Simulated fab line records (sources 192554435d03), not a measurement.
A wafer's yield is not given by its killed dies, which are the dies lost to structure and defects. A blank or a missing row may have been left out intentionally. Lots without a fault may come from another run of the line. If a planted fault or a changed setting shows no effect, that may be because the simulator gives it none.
Which tool was responsible? -- flow n5Finfet -- 24 lots, 72 wafers sampled, at 6 steps of a route of 1938

== WHAT THE GAUGES READ, wafer by wafer ==
The record holds no reading of a measuring or inspecting step that can be judged against a usual standard deviation.

== TOOL THAT RAN EACH LOT (tool first, then ch and the chambers of the sampled wafers, then the start) ==
lot,N5_BEOL_M0_SAQP_ETCH_83,N5_BEOL_M0_SAQP_MANDREL2_REMOVE_110,N5_BEOL_M0_ALD_136,N5_BEOL_M0_SPUTTER_116,N5_BEOL_M0_CMP_120,N5_BEOL_M0_DEP_125
L074,"rieDiel-03 ch 0,3, day 5 10:44","rieSi-05 ch 0,1,2, day 5 14:29","aldMetal-01 ch 1,3, day 5 19:03","pvdSputter-02, day 5 19:48","cmp-04 ch 1,3, day 5 21:19","pecvd-03 ch 0,1,2, day 5 21:49"
L075,"rieDiel-05 ch 2,3, day 5 16:49","rieSi-02 ch 0,2,3, day 5 20:31","aldMetal-01 ch 2,3, day 6 01:38","pvdSputter-03, day 6 03:26","cmp-01 ch 0,1,3, day 6 04:22","pecvd-01 ch 0,1,2, day 6 04:50"
L076,"rieDiel-03 ch 0,3, day 6 01:50","rieSi-05 ch 0,1, day 6 05:07","aldMetal-01 ch 0,1,2, day 6 11:16","pvdSputter-01, day 6 12:02","cmp-04 ch 0,1,2, day 6 12:57","pecvd-04 ch 0,1, day 6 13:27"
L077,"rieDiel-03 ch 1,3, day 6 07:35","rieSi-02 ch 1,2,3, day 6 10:46","aldMetal-04 ch 0,2,3, day 6 15:25","pvdSputter-01, day 6 15:48","cmp-01 ch 0,2, day 6 16:53","pecvd-03 ch 1,2, day 6 17:20"
L078,"rieDiel-05 ch 1,2,3, day 6 13:17","rieSi-02 ch 0,1,3, day 6 16:35","aldMetal-03 ch 0,2,3, day 6 21:31","pvdSputter-02, day 6 21:57","cmp-04 ch 0,1,2, day 6 22:50","pecvd-01 ch 0,2, day 6 23:19"
L079,"rieDiel-05 ch 1,2,3, day 6 16:20","rieSi-05 ch 1,2,3, day 6 19:31","aldMetal-04 ch 1,2, day 7 00:56","pvdSputter-01, day 7 02:22","cmp-04 ch 0,2, day 7 03:13","pecvd-01 ch 0,1,2, day 7 03:43"
L080,"rieDiel-04 ch 0,2,3, day 6 23:16","rieSi-02 ch 0,1,3, day 7 02:47","aldMetal-01 ch 1,2,3, day 7 07:34","pvdSputter-03, day 7 08:21","cmp-01 ch 1,2,3, day 7 09:13","pecvd-04 ch 0,1,2, day 7 09:49"
L081,"rieDiel-03 ch 0,1,3, day 7 07:48","rieSi-04 ch 2,3, day 7 10:58","aldMetal-03 ch 0,2, day 7 19:30","pvdSputter-01, day 7 20:31","cmp-01 ch 1,3, day 7 21:40","pecvd-04 ch 0,1,2, day 7 22:07"
L082,"rieDiel-05 ch 0,1,3, day 7 09:46","rieSi-02 ch 0,1, day 7 13:07","aldMetal-01 ch 0,1,2, day 7 19:23","pvdSputter-01, day 7 20:00","cmp-01 ch 1,2,3, day 7 21:19","pecvd-04 ch 1,2, day 7 21:48"
L083,"rieDiel-05 ch 1,3, day 7 19:02","rieSi-05 ch 0,2,3, day 7 22:14","aldMetal-01 ch 0,3, day 8 02:34","pvdSputter-02, day 8 03:52","cmp-01 ch 0,1, day 8 04:46","pecvd-04 ch 0,1,2, day 8 05:18"
L084,"rieDiel-03 ch 0,1,2, day 8 01:39","rieSi-05 ch 0,2,3, day 8 05:10","aldMetal-04 ch 0,2,3, day 8 10:47","pvdSputter-01, day 8 11:16","cmp-02 ch 0,2,3, day 8 12:07","pecvd-03 ch 0,2, day 8 12:38"
L086,"rieDiel-05 ch 1,2, day 8 10:22","rieSi-05 ch 2,3, day 8 17:14","aldMetal-03 ch 0,2, day 8 23:58","pvdSputter-03, day 9 00:36","cmp-04 ch 1,3, day 9 01:55","pecvd-04 ch 0,1, day 9 02:26"
L085,"rieDiel-04 ch 0,1,3, day 8 13:28","rieSi-02 ch 0,2,3, day 8 20:18","aldMetal-01 ch 1,2,3, day 9 00:26","pvdSputter-03, day 9 01:08","cmp-04 ch 1,2, day 9 02:08","pecvd-03 ch 0,1, day 9 02:41"
L087,"rieDiel-05 ch 0,3, day 8 16:43","rieSi-04 ch 0,1, day 8 23:09","aldMetal-03 ch 1,2,3, day 9 07:52","pvdSputter-02, day 9 08:16","cmp-02 ch 0,1, day 9 09:23","pecvd-01 ch 0,1, day 9 09:49"
L088,"rieDiel-05 ch 0,2, day 9 03:07","rieSi-04 ch 1,2,3, day 9 06:29","aldMetal-04 ch 1,3, day 9 09:46","pvdSputter-02, day 9 10:16","cmp-04 ch 0,2,3, day 9 11:07","pecvd-01 ch 0,1,2, day 9 11:36"
L089,"rieDiel-05 ch 0,1, day 9 08:12","rieSi-05 ch 1,2, day 9 12:26","aldMetal-04 ch 0,3, day 9 16:41","pvdSputter-01, day 9 17:20","cmp-04 ch 2,3, day 9 18:13","pecvd-01 ch 1,2, day 9 18:42"
L090,"rieDiel-05 ch 0,1,3, day 9 10:56","rieSi-04 ch 1,2,3, day 9 14:39","aldMetal-04 ch 0,2,3, day 9 22:20","pvdSputter-01, day 9 23:00","cmp-02 ch 0,1,3, day 10 00:08","pecvd-03 ch 0,1, day 10 00:38"
L091,"rieDiel-03 ch 0,1,2, day 9 13:41","rieSi-05 ch 0,1,3, day 9 17:25","aldMetal-01 ch 0,2,3, day 9 22:09","pvdSputter-03, day 9 22:39","cmp-04 ch 0,1,3, day 9 23:53","pecvd-03 ch 0,1, day 10 00:23"
L092,"rieDiel-03 ch 0,1, day 9 22:38","rieSi-02 ch 0,3, day 10 01:50","aldMetal-03 ch 1,3, day 10 08:09","pvdSputter-01, day 10 10:19","cmp-04 ch 1,2, day 10 11:37","pecvd-03 ch 0,1, day 10 12:13"
L093,"rieDiel-03 ch 0,2,3, day 10 03:42","rieSi-02 ch 0,1,2, day 10 07:26","aldMetal-03 ch 0,2,3, day 10 11:58","pvdSputter-03, day 10 14:14","cmp-04 ch 0,3, day 10 15:08","pecvd-01 ch 0,2, day 10 15:41"
L094,"rieDiel-04 ch 0,1,3, day 10 08:58","rieSi-02 ch 0,1,3, day 10 12:21","aldMetal-03 ch 0,1,3, day 10 18:53","pvdSputter-02, day 10 19:22","cmp-02 ch 0,1,3, day 10 20:13","pecvd-04 ch 0,1,2, day 10 20:42"
L095,"rieDiel-04 ch 0,1,2, day 10 19:10","rieSi-05 ch 0,2,3, day 10 23:02","aldMetal-03 ch 0,2,3, day 11 02:32","pvdSputter-02, day 11 04:32","cmp-01 ch 0,1,3, day 11 05:44","pecvd-01 ch 0,1,2, day 11 06:08"
L097,"rieDiel-03 ch 2,3, day 11 06:17","rieSi-02 ch 1,2,3, day 11 09:55","aldMetal-03 ch 0,2,3, day 11 14:45","pvdSputter-01, day 11 15:25","cmp-04 ch 0,1,3, day 11 16:20","pecvd-03 ch 0,2, day 11 16:49"
L096,"rieDiel-04 ch 0,1, day 11 09:22","rieSi-05 ch 2,3, day 11 14:53","aldMetal-03 ch 0,3, day 11 19:36","pvdSputter-02, day 11 20:35","cmp-01 ch 1,2,3, day 11 21:47","pecvd-04 ch 0,2, day 11 22:13"
- N5_BEOL_M0_SAQP_ETCH_83: etches SiARC in CF4, target depth 39 nm, time 65 s.
- N5_BEOL_M0_SAQP_MANDREL2_REMOVE_110: chemistry HBr/Cl2/O2, target a-Si, stops on SiCN, bt time 10 s.
- N5_BEOL_M0_ALD_136: deposits TaN, pulse time 2 s, purge time 3 s, co reactant purge time 2 s.
- N5_BEOL_M0_SPUTTER_116: material Cu, target thk 4 nm, time 7.37 s.
- N5_BEOL_M0_CMP_120: polishes, stops on SiOC, t overpolish 6.9 s.
- N5_BEOL_M0_DEP_125: deposits SiCN from 3MS/NH3, target thk 8 nm, time 14 s.

== WHAT THE TOOLS THEMSELVES READ (means of the sampled wafers that have a number; where no wafer has one, the mark that the record gives instead) ==
N5_BEOL_M0_SAQP_ETCH_83. Usual: chamberPressureMTorr 40.00 mTorr, standard deviation 0.038; drypumpMotorCurrentA 5.8 A, standard deviation 0.38; etchRfOnTimeS 64.8 s, standard deviation 1.1; oesProductAu 0.66 a.u., standard deviation 0.058; rfVppV 184.4 V, standard deviation 1.1; showerheadPlenumPTorr 2.17 Torr, standard deviation 0.056; throttleValvePct 15.64 %, standard deviation 0.15.
lot,tool,chamberPressureMTorr (mTorr),drypumpMotorCurrentA (A),etchRfOnTimeS (s),oesProductAu (a.u.),rfVppV (V),showerheadPlenumPTorr (Torr),throttleValvePct (%),flag
L074,rieDiel-03,40.03,5.9,64.5,0.63,184.1,2.13,15.68,
L075,rieDiel-05,40.00,5.7,64.9,0.67,185.5,2.23,15.72,
L076,rieDiel-03,39.94,5.9,65.3,0.62,182.9,2.12,15.69,
L077,rieDiel-03,40.01,5.7,64.2,0.67,183.9,2.11,15.61,
L078,rieDiel-05,39.98,5.7,64.4,0.67,185.1,2.23,15.67,
L079,rieDiel-05,40.00,5.7,64.3,0.68,185.8,2.23,15.67,
L080,rieDiel-04,39.97,6.2,65.7,0.66,185.5,2.18,15.50,
L081,rieDiel-03,40.01,6.0,64.0,0.67,183.9,2.11,15.60,
L082,rieDiel-05,40.00,5.6,65.1,0.69,185.2,2.21,15.65,
L083,rieDiel-05,40.00,5.7,64.3,0.69,185.6,2.24,15.58,
L084,rieDiel-03,40.03,6.0,63.7,0.68,183.8,2.11,15.53,
L086,rieDiel-05,40.00,5.7,65.6,0.62,185.4,2.21,15.80,
L085,rieDiel-04,40.02,6.0,66.4,0.65,184.2,2.17,15.58,
L087,rieDiel-05,39.97,5.4,65.0,0.70,184.1,2.19,15.69,
L088,rieDiel-05,40.00,5.4,65.8,0.66,183.8,2.18,15.81,
L089,rieDiel-05,39.97,5.4,65.2,0.66,184.4,2.18,15.76,
L090,rieDiel-05,40.00,5.6,64.4,0.68,184.8,2.21,15.67,
L091,rieDiel-03,40.02,6.0,63.9,0.66,182.9,2.11,15.53,
L092,rieDiel-03,40.01,6.1,63.6,0.70,183.5,2.10,15.52,
L093,rieDiel-03,40.03,5.8,64.5,0.62,183.8,2.12,15.67,
L094,rieDiel-04,39.99,6.0,64.3,0.65,184.8,2.17,15.60,
L095,rieDiel-04,40.01,6.0,65.3,0.65,184.0,2.17,15.61,
L097,rieDiel-03,39.99,5.5,65.0,0.59,183.3,2.11,15.71,
L096,rieDiel-04,40.00,6.0,65.3,0.66,184.2,2.17,15.69,

N5_BEOL_M0_SAQP_MANDREL2_REMOVE_110. Usual: chamberPressureMTorr 10.000 mTorr, standard deviation 0.009; drypumpMotorCurrentA 5.7 A, standard deviation 0.43; oesProductAu 1.009 a.u., standard deviation 0.017; throttleValvePct 36.90 %, standard deviation 0.19.
lot,tool,chamberPressureMTorr (mTorr),drypumpMotorCurrentA (A),oesProductAu (a.u.),throttleValvePct (%),flag
L074,rieSi-05,10.003,5.9,0.989,36.95,
L075,rieSi-02,9.997,5.9,1.010,36.87,
L076,rieSi-05,10.008,6.0,0.990,36.92,
L077,rieSi-02,9.993,5.5,1.020,36.76,
L078,rieSi-02,9.999,5.7,1.003,37.00,
L079,rieSi-05,10.001,5.8,1.023,36.92,
L080,rieSi-02,10.002,5.7,1.003,37.00,
L081,rieSi-04,10.003,5.5,1.000,36.80,
L082,rieSi-02,9.996,5.6,0.994,36.98,
L083,rieSi-05,10.002,5.5,1.006,36.99,
L084,rieSi-05,9.997,5.5,1.009,37.00,
L086,rieSi-05,10.001,5.3,1.014,36.96,
L085,rieSi-02,10.008,5.9,1.017,36.87,
L087,rieSi-04,10.005,5.4,1.029,36.91,
L088,rieSi-04,10.003,5.4,1.007,36.94,
L089,rieSi-05,9.994,5.8,1.014,36.96,
L090,rieSi-04,10.005,5.4,1.002,36.95,
L091,rieSi-05,9.999,5.8,1.009,36.89,
L092,rieSi-02,9.996,5.8,1.020,37.01,
L093,rieSi-02,9.996,5.8,1.007,36.86,
L094,rieSi-02,10.002,5.7,1.006,37.01,
L095,rieSi-05,9.995,5.5,1.005,36.98,
L097,rieSi-02,10.002,5.5,1.012,36.78,
L096,rieSi-05,10.007,5.3,1.011,36.97,

N5_BEOL_M0_ALD_136. Usual: heaterPowerW at 423 W, with a standard deviation of 37.
lot,tool,heaterPowerW (W),flag
L074,aldMetal-01,422,
L075,aldMetal-01,447,
L076,aldMetal-01,409,
L077,aldMetal-04,399,
L078,aldMetal-03,451,
L079,aldMetal-04,376,
L080,aldMetal-01,431,
L081,aldMetal-03,445,
L082,aldMetal-01,410,
L083,aldMetal-01,433,
L084,aldMetal-04,398,
L086,aldMetal-03,430,
L085,aldMetal-01,427,
L087,aldMetal-03,416,
L088,aldMetal-04,396,
L089,aldMetal-04,415,
L090,aldMetal-04,401,
L091,aldMetal-01,434,
L092,aldMetal-03,418,
L093,aldMetal-03,456,
L094,aldMetal-03,457,
L095,aldMetal-03,447,
L097,aldMetal-03,460,
L096,aldMetal-03,479,

N5_BEOL_M0_SPUTTER_116. Usual: throttleValvePct at 29.5 %, with a standard deviation of 0.94.
lot,tool,throttleValvePct (%),flag
L074,pvdSputter-02,28.7,
L075,pvdSputter-03,29.7,
L076,pvdSputter-01,29.5,
L077,pvdSputter-01,29.7,
L078,pvdSputter-02,29.3,
L079,pvdSputter-01,29.3,
L080,pvdSputter-03,30.4,
L081,pvdSputter-01,29.0,
L082,pvdSputter-01,29.2,
L083,pvdSputter-02,30.1,
L084,pvdSputter-01,29.4,
L086,pvdSputter-03,29.6,
L085,pvdSputter-03,30.2,
L087,pvdSputter-02,29.3,
L088,pvdSputter-02,28.8,
L089,pvdSputter-01,30.1,
L090,pvdSputter-01,29.8,
L091,pvdSputter-03,30.3,
L092,pvdSputter-01,29.4,
L093,pvdSputter-03,31.3,
L094,pvdSputter-02,29.3,
L095,pvdSputter-02,29.2,
L097,pvdSputter-01,28.9,
L096,pvdSputter-02,29.2,

N5_BEOL_M0_CMP_120. Usual: barrierFieldEndpointS 3.63 s, standard deviation 0.1; motorCurrentA 5.7 A, standard deviation 0.63; overpolishRunS 6.901 s, standard deviation 0.0087; slurryFilterDpKPa 13.49 kPa, standard deviation 0.13; timeToEndpointS 61.6 s, standard deviation 2.7.
lot,tool,barrierFieldEndpointS (s),motorCurrentA (A),overpolishRunS (s),slurryFilterDpKPa (kPa),timeToEndpointS (s),flag
L074,cmp-04,3.64,5.0,6.905,13.51,62.4,
L075,cmp-01,3.84,6.3,6.900,13.65,65.6,
L076,cmp-04,3.69,5.4,6.906,13.40,64.5,
L077,cmp-01,3.82,6.6,6.906,13.55,67.3,
L078,cmp-04,3.71,5.3,6.903,13.47,60.8,
L079,cmp-04,3.74,5.4,6.897,13.58,63.2,
L080,cmp-01,3.65,6.2,6.894,13.44,64.9,
L081,cmp-01,3.64,5.9,6.896,13.47,63.8,
L082,cmp-01,3.61,6.1,6.894,13.37,60.8,
L083,cmp-01,3.60,6.4,6.896,13.54,60.8,
L084,cmp-02,3.60,6.2,6.905,13.54,63.1,
L086,cmp-04,3.60,4.7,6.898,13.66,57.3,
L085,cmp-04,3.72,5.5,6.908,13.38,64.2,
L087,cmp-02,3.58,5.9,6.906,13.36,61.1,
L088,cmp-04,3.68,5.2,6.902,13.37,60.1,
L089,cmp-04,3.46,5.3,6.902,13.53,59.7,
L090,cmp-02,3.68,6.4,6.894,13.43,61.3,
L091,cmp-04,3.56,5.1,6.906,13.54,59.5,
L092,cmp-04,3.60,5.2,6.903,13.40,57.1,
L093,cmp-04,3.61,5.1,6.895,13.42,60.2,
L094,cmp-02,3.64,6.1,6.900,13.27,60.8,
L095,cmp-01,3.54,5.9,6.906,13.44,61.1,
L097,cmp-04,3.59,5.1,6.901,13.47,59.8,
L096,cmp-01,3.62,6.1,6.895,13.59,60.8,

N5_BEOL_M0_DEP_125. Usual: showerheadPlenumPTorr 3.653 Torr, standard deviation 0.022; throttleValvePct 9.2 %, standard deviation 0.68.
lot,tool,showerheadPlenumPTorr (Torr),throttleValvePct (%),flag
L074,pecvd-03,3.662,8.7,
L075,pecvd-01,3.647,9.6,
L076,pecvd-04,3.662,9.5,
L077,pecvd-03,3.674,8.9,
L078,pecvd-01,3.638,9.8,
L079,pecvd-01,3.646,9.8,
L080,pecvd-04,3.674,9.0,
L081,pecvd-04,3.660,9.0,
L082,pecvd-04,3.664,8.5,
L083,pecvd-04,3.669,8.8,
L084,pecvd-03,3.668,8.6,
L086,pecvd-04,3.652,9.1,
L085,pecvd-03,3.637,9.1,
L087,pecvd-01,3.652,10.0,
L088,pecvd-01,3.642,9.6,
L089,pecvd-01,3.652,9.7,
L090,pecvd-03,3.658,9.2,
L091,pecvd-03,3.657,9.2,
L092,pecvd-03,3.652,9.2,
L093,pecvd-01,3.638,9.3,
L094,pecvd-04,3.666,9.0,
L095,pecvd-01,3.644,9.8,
L097,pecvd-03,3.642,8.6,
L096,pecvd-04,3.673,9.0,

== THE ANSWER, worked out from the rows above alone ==
Rule: lot off if the mean of its wafers having a number is beyond 3 standard deviations from the usual mean. Also off: a lot with no number at a reading for which 4 or more lots have one. The other lots that the step has rows for count as sound. After the gauges, taken in route order, come the tools' own readings; for these a lot's mean is taken, as printed above. The first step at which some lot is off is used, and at that step the reading that is off furthest; a lot without a number counts as furthest.
Nothing can be told from this: no lot is off at any reading shown.

== WHAT THE SIMULATOR HAD PUT IN ==
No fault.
